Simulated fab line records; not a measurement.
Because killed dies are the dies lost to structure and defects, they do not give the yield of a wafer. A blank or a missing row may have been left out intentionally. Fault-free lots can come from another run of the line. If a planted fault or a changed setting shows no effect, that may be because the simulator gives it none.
Comparing a struck lot with a sound one | flow nand-harc | 15 steps out of a route of 1159
Sound: the wafers L232.2, L232.4, L232.6. Struck: wafer L237.3. (L237.2, L237.6 of the same lot were not struck and are left out.) The cause comes at the end.
Per side, at each step with rows, come the tool, then ch with its chambers, and then its first start. Under that, the readings that differ: sound wafers | struck wafers | difference of the means | sigmas: that difference in standard deviations of wafers without a fault.
alike: words and numbers the same on both sides, and readings whose means are apart by under 2 such deviations; not compared: readings that were withheld, readings missing a value for some wafer, numbers with overlapping values and no deviation given by the record, and bounds like >300 which may hide the same value.
The two part at a step that has a row with sigmas, a row that says differs or no value, or rows on one side only. Non-overlapping numbers with no deviation appear without sigmas and do not part them. Lack of a reading on every wafer of one side parts them only where that side has two or more wafers.

first, 8 steps without rows for these wafers: NHARC_A_SGD_CUT_COAT_56 (time 75 s); NHARC_A_SGD_CUT_COAT_57 (time 65 s); NHARC_A_SGD_CUT_COAT_03 (resist thk 90 nm); NHARC_A_SGD_CUT_SOFTBAKE_04 (time 55 s); NHARC_A_SGD_CUT_EBR_05; NHARC_A_SGD_CUT_EXPOSE_06 (exposes mask SGD); NHARC_A_SGD_CUT_PEB_07 (peb time 65 s); NHARC_A_SGD_CUT_DEVELOP_08 (develop time 35 s).
NHARC_A_SGD_CUT_CD_MEAS_09 targets a cd of 100 nm.
  sound on cd-sem-02 ch 0, day 14 12:43; struck on cd-sem-03 ch 0, day 15 23:49
  alike: cd-nm
NHARC_A_SGD_CUT_OVL_MEAS_10:
  sound on overlay-02 at day 14 12:48; struck on overlay-02 at day 15 23:54
  reading           | sound          | struck | difference | sigmas
  overlay-y-nm (nm) | -0.6 -0.6 -1.0 | 1.6    | +2.3       | +3
  alike: overlay-x-nm
NHARC_A_SGD_CUT_INSPECT_11:
  sound on defect-inspect-02 at day 14 12:50; struck on defect-inspect-01 at day 15 23:56
  alike: raw-defect-count
NHARC_A_SGD_CUT_DESCUM_14: chemistry O2, time 3 s.
  sound on rie-diel-10 ch 1,2, day 14 12:54; struck on rie-diel-02 ch 1, day 16 00:00
  alike: drypump-motor-current-A, oes-product-au, rf-vpp-V, showerhead-plenum-p-Torr, throttle-valve-pct
  not compared: rf-hours-counter-h
NHARC_A_SGD_CUT_ETCH_58: etches the open film in CF4, target depth 39 nm, time 65 s.
  sound on rie-diel-10 ch 0,1, day 14 12:59; struck on rie-diel-02 ch 0, day 16 00:05
  reading                | sound                | struck | difference | sigmas
  run-length-s (s)       | 85.6 86.6 86.6       | 68.4   | -17.9      | -36
  throttle-valve-pct (%) | 13.281 13.292 13.294 | 13.270 | -0.019     | -2
  alike: cf4-flow-sccm, drypump-motor-current-A, oes-product-au, rf-vpp-V, showerhead-plenum-p-Torr
  not compared: rf-hours-counter-h
NHARC_A_SGD_CUT_ETCH_59: etches the open film in N2/H2, target depth 260 nm, time 406.25 s.
  sound on rie-diel-10 ch 2,3; struck on rie-diel-02 ch 3
  alike: drypump-motor-current-A, oes-product-au, rf-vpp-V, run-length-s, showerhead-plenum-p-Torr, throttle-valve-pct
  not compared: rf-hours-counter-h
-- the record jumps here: 6 days lie between the struck wafers' starts before and after (it left off in module A_SGD_CUT and takes up again in module END, whose first step shown is number 1159 of the route) --
NHARC_END_SORT_01:
  sound on prober-02 ch 0, day 21 01:06; struck on prober-01 ch 0, day 21 23:42
  reading         | sound    | struck | difference | sigmas
  killed-at-array | 6 9 15   | 156    | +146       | +15
  killed-dies     | 13 14 16 | 163    | +149       | +15
  alike: killed-at-other, killed-at-periphery, killed-open, killed-short

WHERE THEY PART
Earliest at NHARC_A_SGD_CUT_OVL_MEAS_10; latest, in this record, at NHARC_END_SORT_01.

WHY: whatever the simulator had introduced
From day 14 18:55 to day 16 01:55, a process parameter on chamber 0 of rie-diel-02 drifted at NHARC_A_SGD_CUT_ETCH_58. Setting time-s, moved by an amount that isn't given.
